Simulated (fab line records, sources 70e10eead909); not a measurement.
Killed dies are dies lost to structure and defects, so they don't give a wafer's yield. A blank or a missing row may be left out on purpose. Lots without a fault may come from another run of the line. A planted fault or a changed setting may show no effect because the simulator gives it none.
fab line records | flow nand_harc
record lots=11 wafers=33 last_day=33
route steps=1302 shown A_CHANNEL_HOLE_D1@450 END@1302
lots that met no fault: from a run of the same line without faults
start_h: hours from the record's first day to the start of the lot's first wafer shown | wait_h: hours since the lot's step before | " the same as in the row above | L1.1+2: a row that stands for several wafers | - no value, or no start given | * or withheld: withheld | < > ~ a bound
route shown NAME@n: a module of which the file shows steps, and the number in the route of the first | usual: mean/standard deviation of fault-free wafers | same: alike in all rows | chamber/n: place in a boat | sites: the reading at each site | _std_site: their standard deviation | _edge_site: outer sites' mean less inner sites' | radius_mm: how far each site lies from the wafer's centre | mask NAME#n: copy n | behind: the tool/chamber that last shaped the wafer | hold: why the lot was held/for how many hours/how that ended | device: the transistor (n, p or np) that didn't switch | end of line: the same wafers' tests at the end of the route | a step without rows: its recipe alone | killed: dies lost to structure and defects at the first sort, not the wafer's yield | map: a wafer's dies, x killed, . not, _ none there
set.NAME: the setting as run; set.NAME@STEP: as run at that earlier step | model.NAME: the simulator's own value behind a step, which no gauge read
steps of the route over a sample of lots; a table a step, a row a wafer
services: from which hour (start_h, from the record's first day; less than 0 if before it) a tool's chamber was out of use, for how many hours, and why
## steps
# step NHARC_A_CHANNEL_HOLE_D1_DEP_00
# recipe target_thk_a=31000 temp_c=400 material=aC
# usual throttle_valve_pct=35.000/0.0088
# columns lot.wafer tool chamber start_h wait_h throttle_valve_pct
L396.2 acl_dep-01 0 205.30 3.3 34.990
L396.3 " 0 " " 34.988
L396.5 " 0 " " 35.006
L397.2 acl_dep-01 0 210.76 3.2 35.006
L397.5 " 0 " " 35.015
L397.6 " 0 " " 34.996
L400.1 acl_dep-02 0 242.94 0.1 35.014
L400.2 " 0 " " 34.993
L400.6 " 0 244.52 1.7 34.993
L402.1 acl_dep-01 0 256.53 0.1 35.010
L402.3 " 0 " " 35.004
L402.6 " 0 " " 34.994
L401.1 acl_dep-03 0 256.59 0.1 34.987
L401.3 " 0 " " 34.999
L401.6 " 0 " " 34.995
L403.1 acl_dep-01 0 277.06 1.4 34.988
L403.5 " 0 278.32 2.7 34.990
L403.6 " 0 " " 34.988
L404.1 acl_dep-02 0 280.81 0.2 35.003
L404.2 " 0 " " 35.008
L404.3 " 0 " " 35.005
L406.2 acl_dep-02 0 305.40 7.7 35.005
L406.4 " 0 " " 35.006
L406.5 " 0 " " 34.988
L409.1 acl_dep-02 0 326.38 5.3 34.999
L409.2 " 0 " " 35.016
L409.3 " 0 " " 35.009
L416.1 acl_dep-02 0 404.51 2.8 35.000
L416.2 " 0 " " 34.992
L416.4 " 0 " " 35.001
L417.2 acl_dep-03 0 407.89 0.7 35.008
L417.4 " 0 " " 34.994
L417.6 " 0 " " 34.989
# step NHARC_A_CHANNEL_HOLE_D1_OVL_MEAS_11
# usual overlay_x_nm=0.0/0.83 overlay_y_nm=-0.2/0.71
# columns lot.wafer tool chamber start_h wait_h overlay_x_nm overlay_y_nm
L396.2 overlay-02 - 207.79 - 0.6 -0.8
L396.3 " - " " 0.5 -0.6
L396.5 " - " " 0.8 -0.2
L397.2 overlay-02 - 213.17 - 1.1 0.6
L397.5 " - " " 1.1 0.5
L397.6 " - " " 1.3 0.7
L400.1 overlay-02 - 245.67 - -1.0 -0.3
L400.2 " - " " -1.1 0.3
L400.6 " - " " -1.0 0.5
L402.1 overlay-02 - 259.19 - 0.5 0.1
L402.3 " - " " 0.8 0.2
L402.6 " - " " 1.0 -0.1
L401.1 overlay-01 - 259.35 - -0.7 -1.1
L401.3 " - " " -0.5 -1.7
L401.6 " - " " -0.5 -1.5
L403.1 overlay-01 - 279.78 - 1.1 -0.2
L403.5 " - " " 0.2 0.3
L403.6 " - " " 0.6 -0.3
L404.1 overlay-01 - 283.52 - 0.0 0.3
L404.2 " - " " -0.1 -0.1
L404.3 " - " " -0.2 0.2
L406.2 overlay-02 - 307.71 - -1.6 0.0
L406.4 " - " " -1.3 0.1
L406.5 " - " " -0.6 -0.1
L409.1 overlay-01 - 329.10 - 0.2 -0.3
L409.2 " - " " 0.0 -0.9
L409.3 " - " " 0.4 -1.1
L416.1 overlay-01 - 407.23 - 0.6 0.9
L416.2 " - " " 0.5 0.0
L416.4 " - " " 1.2 0.7
L417.2 overlay-02 - 410.84 - -1.7 0.0
L417.4 " - " " -2.3 -0.4
L417.6 " - " " -1.7 0.0
# step NHARC_A_CHANNEL_HOLE_D1_INSPECT_12
# usual raw_defect_count=5.9/2.8
# columns lot.wafer tool chamber start_h wait_h raw_defect_count
L396.2 defect_inspect-01 - 207.83 0.0 8
L396.3 " - " " 7
L396.5 " - " " 6
L397.2 defect_inspect-01 - 213.20 0.0 5
L397.5 " - " " 3
L397.6 " - " " 2
L400.1 defect_inspect-02 - 245.71 0.0 3
L400.2 " - " " 5
L400.6 " - " " 8
L402.1 defect_inspect-02 - 259.23 0.0 6
L402.3 " - " " 10
L402.6 " - " " 6
L401.1 defect_inspect-01 - 259.40 0.1 7
L401.3 " - " " 9
L401.6 " - " " 5
L403.1 defect_inspect-02 - 279.81 0.0 2
L403.5 " - " " 4
L403.6 " - " " 3
L404.1 defect_inspect-01 - 283.55 0.0 6
L404.2 " - " " 6
L404.3 " - " " 7
L406.2 defect_inspect-01 - 307.74 0.0 7
L406.4 " - " " 4
L406.5 " - " " 3
L409.1 defect_inspect-02 - 329.13 0.0 15
L409.2 " - " " 15
L409.3 " - " " 17
L416.1 defect_inspect-01 - 407.26 0.0 5
L416.2 " - " " 4
L416.4 " - " " 6
L417.2 defect_inspect-01 - 410.88 0.0 5
L417.4 " - " " 7
L417.6 " - " " 6
# step NHARC_A_CHANNEL_HOLE_D1_DESCUM_15
# recipe time_s=3 o2_flow_sccm=200 ar_flow_sccm=0 bias_power_w=0 chemistry=O2
# usual chamber_pressure_mTorr=60.00/0.057 drypump_motor_current_A=5.64/0.28 oes_product_au=1.001/0.01 rf_vpp_V=57.7/1 showerhead_plenum_p_Torr=1.90/0.094 throttle_valve_pct=11.311/0.0085
# same time_s=3
# columns lot.wafer tool chamber start_h wait_h chamber_pressure_mTorr drypump_motor_current_A oes_product_au rf_hours_counter_h rf_vpp_V showerhead_plenum_p_Torr throttle_valve_pct
L396.2 rie_diel-12 3 207.90 0.1 60.03 5.84 0.981 9 59.0 2.01 11.315
L396.3 " 0 " " 60.03 5.44 0.991 10 58.6 2.00 11.306
L396.5 " 1 " " 59.90 5.74 0.988 - 58.5 1.77 11.318
L397.2 rie_diel-12 3 213.26 0.1 59.96 5.83 0.980 9 57.5 2.01 11.317
L397.5 " 3 " " 59.91 5.84 0.979 - 57.8 2.01 11.312
L397.6 " 0 " " 59.95 5.40 0.996 - 57.5 2.00 11.304
L400.1 rie_diel-04 2 245.77 0.1 60.03 6.12 1.012 19 57.7 1.86 11.323
L400.2 " 0 " " 59.83 5.11 0.995 18 58.8 2.05 11.296
L400.6 " 3 " " 59.99 5.47 0.998 - 60.0 1.97 11.314
L402.3 rie_diel-01 1 259.30 0.1 60.00 6.37 1.013 10 56.3 1.85 11.319
L402.1 " 3 " " 59.97 5.92 1.011 7 56.7 1.86 11.303
L402.6 " 1 " " 59.93 6.40 1.004 - 57.3 1.85 11.329
L401.3 rie_diel-04 0 259.47 0.1 59.92 5.13 0.993 22 58.0 2.05 11.313
L401.1 " 3 " " 59.93 5.49 1.000 21 58.1 1.97 11.311
L401.6 " 1 " " 59.99 5.50 1.010 - 58.6 1.89 11.312
L403.1 rie_diel-12 0 279.93 0.1 59.94 5.46 1.006 0 57.8 2.00 11.337
L403.6 " 2 " " 60.06 5.65 1.005 - 57.4 1.86 11.300
L403.5 " 3 " " 59.99 5.84 0.992 - 58.3 2.01 11.312
L404.2 rie_diel-12 1 283.62 0.1 60.01 5.71 1.004 1 57.2 1.77 11.295
L404.1 " 2 " " 60.02 5.68 1.004 0 56.9 1.86 11.307
L404.3 " 3 " " 59.97 5.85 0.989 0 56.9 2.01 11.302
L406.4 rie_diel-12 3 307.81 0.1 60.08 5.86 0.999 4 56.3 2.01 11.327
L406.2 " 1 " " 59.99 5.70 1.009 4 58.6 1.77 11.315
L406.5 " 3 " " 59.91 5.87 1.011 - 55.8 2.01 11.312
L409.3 rie_diel-12 2 329.20 0.1 59.97 5.66 1.008 6 58.5 1.86 11.303
L409.1 " 0 " " 59.97 5.44 1.011 4 58.0 2.00 11.305
L409.2 " 1 " " 60.09 5.74 1.004 6 55.4 1.77 11.308
L416.2 rie_diel-12 1 407.32 0.1 60.01 5.68 1.013 14 56.1 1.77 11.314
L416.1 " 2 " " 60.05 5.67 1.006 13 59.1 1.86 11.310
L416.4 " 3 " " 59.95 5.82 1.005 11 58.4 2.01 11.308
L417.4 rie_diel-12 2 410.96 0.1 60.03 5.67 1.011 14 56.6 1.86 11.326
L417.2 " 3 " " 60.00 5.86 1.005 12 57.2 2.01 11.315
L417.6 " 0 " " 60.06 5.43 1.000 - 59.6 2.00 11.320
# step NHARC_A_CHANNEL_HOLE_D1_ETCH_22
# recipe bias_v=3000 source_w=withheld pressure_mtorr=20 time_s=666.7 ar_flow_sccm=375 c4f8_flow_sccm=89.3 o2_flow_sccm=35.7 temp_c=-20 target_depth_a=16000 chemistry=C4F8/O2/Ar
# usual chamber_pressure_mTorr=20.000/0.018 drypump_motor_current_A=5.8/0.35 showerhead_plenum_p_Torr=3.69/0.069 throttle_valve_pct=32.155/0.0099
# same time_s=666.7
# columns lot.wafer tool chamber start_h wait_h chamber_pressure_mTorr drypump_motor_current_A rf_hours_counter_h showerhead_plenum_p_Torr throttle_valve_pct
L396.2 har_etch-01 0 209.92 0.4 19.982 5.7 100 3.72 32.162
L396.3 " 1 " " 20.011 6.3 - 3.72 32.151
L396.5 " 1 " " 20.036 6.3 - 3.72 32.151
L397.2 har_etch-01 1 215.32 0.4 20.003 6.3 104 3.72 32.156
L397.6 " 1 " " 20.004 6.3 - 3.72 32.157
L397.5 " 0 " " 19.990 5.7 - 3.72 32.159
L400.1 har_etch-01 1 247.84 0.4 19.996 6.3 123 3.71 32.167
L400.2 " 0 " " 19.993 5.7 123 3.71 32.147
L400.6 " 0 " " 19.998 5.7 - 3.71 32.158
L402.1 har_etch-02 1 261.44 0.4 20.006 5.4 310 3.76 32.164
L402.3 " 1 " " 20.008 5.4 - 3.76 32.159
L402.6 " 0 " " 19.983 5.7 - 3.59 32.143
L401.1 har_etch-01 1 261.52 0.4 19.974 6.3 127 3.71 32.155
L401.3 " 1 " " 19.981 6.4 - 3.71 32.148
L401.6 " 1 " " 20.004 6.4 - 3.71 32.171
L403.1 har_etch-02 0 282.05 0.4 19.992 5.7 330 3.59 32.148
L403.5 " 1 " " 19.984 5.4 - 3.76 32.142
L403.6 " 0 " " 19.988 5.7 - 3.59 32.154
L404.2 har_etch-01 1 285.66 0.4 20.001 6.4 131 3.70 32.162
L404.1 " 0 " " 20.021 5.7 131 3.71 32.154
L404.3 " 1 " " 20.011 6.4 - 3.70 32.146
L406.2 har_etch-01 1 315.92 0.4 19.980 6.3 153 3.69 32.147
L406.4 " 0 " " 19.988 5.7 - 3.69 32.161
L406.5 " 0 " " 20.029 5.7 - 3.69 32.143
L409.1 har_etch-01 0 336.70 0.4 19.987 5.7 173 3.68 32.150
L409.2 " 1 " " 20.022 6.4 173 3.68 32.149
L409.3 " 1 " " 20.022 6.3 - 3.68 32.148
L416.1 har_etch-01 0 409.36 0.4 19.985 5.7 215 3.66 32.152
L416.2 " 1 " " 19.968 6.3 215 3.66 32.144
L416.4 " 1 " " 20.015 6.4 - 3.66 32.160
L417.2 har_etch-01 1 413.50 0.4 20.033 6.3 219 3.66 32.155
L417.4 " 0 " " 19.991 5.7 - 3.66 32.141
L417.6 " 1 " " 20.020 6.3 - 3.66 32.158
# step NHARC_END_SORT_01
# recipe temp_c=25
# usual killed_at_array=49/18 killed_at_other=0.8/1 killed_at_periphery=4.2/2.8 killed_dies=54/18 killed_open=3.0/1.7 killed_short=2.5/1.6
# same gross_dies=677
# columns lot.wafer tool chamber start_h wait_h killed_at_array killed_at_other killed_at_periphery killed_dies killed_open killed_short
L409.1 prober-02 0 711.62 2.5 39 0 4 43 5 3
L409.2 prober-02 0 712.42 2.8 37 0 3 40 4 4
L409.3 prober-02 0 713.21 3.1 32 0 7 39 6 0
# killed by level:class
L409.1 A_STAIRCASE:chamber_film_flake=7 A_CHANNEL_HOLE_D1:unspecified=5 A_CHANNEL_HOLE_D1:chamber_film_flake=5 A_CONTACT:chamber_film_flake=4 A_CHANNEL_HOLE_D2:chamber_film_flake=4 A_WL_FILL:geometric_particle:open=2 P_CONTACT:chamber_film_flake=2 A_CHANNEL_FILL_D2:chamber_film_flake=2
L409.2 A_CHANNEL_HOLE_D1:chamber_film_flake=8 A_CONTACT:chamber_film_flake=5 A_CHANNEL_HOLE_D2:chamber_film_flake=4 A_SLIT:chamber_film_flake=4 A_CHANNEL_HOLE_D1:unspecified=3 A_STAIRCASE:chamber_film_flake=2 P_CONTACT:geometric_particle:short=1 A_ONON_D1:geometric_particle:open=1
L409.3 A_CHANNEL_HOLE_D1:chamber_film_flake=7 A_CONTACT:chamber_film_flake=6 A_CHANNEL_HOLE_D2:chamber_film_flake=5 A_CHANNEL_HOLE_D1:unspecified=4 A_CHANNEL_FILL_D1:geometric_particle:open=3 P_STI:chamber_film_flake=3 A_SLIT:chamber_film_flake=3 P_M0:geometric_particle:open=1
## services
# columns tool chamber start_h hours kind
acl_dep-01 - 186.40 13.0 pm
rie_diel-12 2 187.25 2.9 repair
rie_diel-01 2 197.68 5.6 repair
rie_diel-12 0 198.76 - clean
rie_diel-12 1 198.76 - clean
rie_diel-01 - 203.83 9.0 pm
rie_diel-01 3 223.79 11.7 repair
acl_dep-02 - 244.83 13.0 pm
rie_diel-04 2 263.66 9.2 repair
acl_dep-03 - 267.13 5.3 repair
rie_diel-01 1 268.15 1.3 repair
rie_diel-12 - 268.43 9.0 pm
rie_diel-12 0 289.24 6.7 repair
acl_dep-01 - 302.08 41.7 repair
acl_dep-03 - 302.58 13.0 pm
acl_dep-03 - 332.02 3.6 repair
rie_diel-04 - 343.48 0.7 repair
rie_diel-12 3 346.41 17.2 repair
rie_diel-04 - 354.92 9.0 pm
acl_dep-01 - 368.97 13.0 pm
rie_diel-12 3 372.14 9.1 repair
har_etch-02 - 378.39 17.0 pm
rie_diel-01 - 380.91 9.0 pm
rie_diel-12 0 396.87 3.9 repair
## key
first_sign step=NHARC_A_CHANNEL_HOLE_D1_INSPECT_12 reading=raw_defect_count direction=up sigmas=3.5 usual=5.9 struck=15.7
effect none on later readings
met_at NHARC_A_CHANNEL_HOLE_D1_DEP_00
struck_lots L409
struck_wafers L409.1,L409.2,L409.3
tester_left_out L409
not_acting_at NHARC_A_CHANNEL_HOLE_D1_OVL_MEAS_11,NHARC_A_CHANNEL_HOLE_D1_DESCUM_15,NHARC_A_CHANNEL_HOLE_D1_ETCH_22
onset_between 305.40 326.38
fault kind=chamber_particle_source tool=acl_dep-02 chamber=0 onset_h=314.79 steps=NHARC_A_CHANNEL_HOLE_D1_DEP_00 rate_per_visit_cm2=0.013499 end_h=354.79
# tester_left_out: of these lots the tester's yield and bins aren't shown, on N5 and GAA mostly nor the transistor test; their killed dies are dies lost to structure and defects alone, not to doping, threshold or leakage, so they don't give the yield
